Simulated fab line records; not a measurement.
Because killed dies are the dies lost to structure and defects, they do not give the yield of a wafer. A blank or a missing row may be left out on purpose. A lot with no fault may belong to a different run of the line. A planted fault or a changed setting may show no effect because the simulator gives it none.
Which tool is to blame?    flow n5-finfet    11 lots, 33 wafers sampled, at 1 step of a route of 1938

## WHAT THE GAUGES SHOWED, per wafer
N5_BEOL_M9_INSPECT_30: inspects for defects (brightfield).
lot   measured      on                 raw-defect-count
L074  day 10 03:47  defect-inspect-01  570 497 483
L077  day 11 00:31  defect-inspect-01  536 582 551
L081  day 11 05:59  defect-inspect-01  494 275 493
L080  day 11 09:50  defect-inspect-02  412 436 396
L084  day 12 09:57  defect-inspect-02  632 386 447
L085  day 12 12:22  defect-inspect-02  288 361 383
L087  day 13 00:13  defect-inspect-02  549 502 424
L090  day 13 09:36  defect-inspect-01  390 513 464
L093  day 14 14:48  defect-inspect-02  390 315 382
L094  day 15 00:07  defect-inspect-01  428 374 395
L097  day 15 05:57  defect-inspect-01  294 400 336

## WHICH TOOL RAN EACH LOT (tool, then ch and the chambers of the sampled wafers, then the start)
Record: no process step prior to these readings.

## THE ANSWER, worked out from the rows above alone
Rule: what is usual is taken from the lots themselves. Put in order of their means at a reading, lots are off if they are a third of the lots or fewer, leave a main group of 4 or more, and stand apart from it by a gap of 3 or more times the standard deviation of the main group's means; of several such gaps the widest counts. If all means in a main group match to the digits the tables above print for the reading, that group is not used. A lot without any number at a reading at which 4 lots or more have one is off too. Where the step has rows for the other lots, those lots are counted as sound.
No lot is off at any reading shown: from this, nothing can be told.

## WHAT WAS PUT IN BY THE SIMULATOR
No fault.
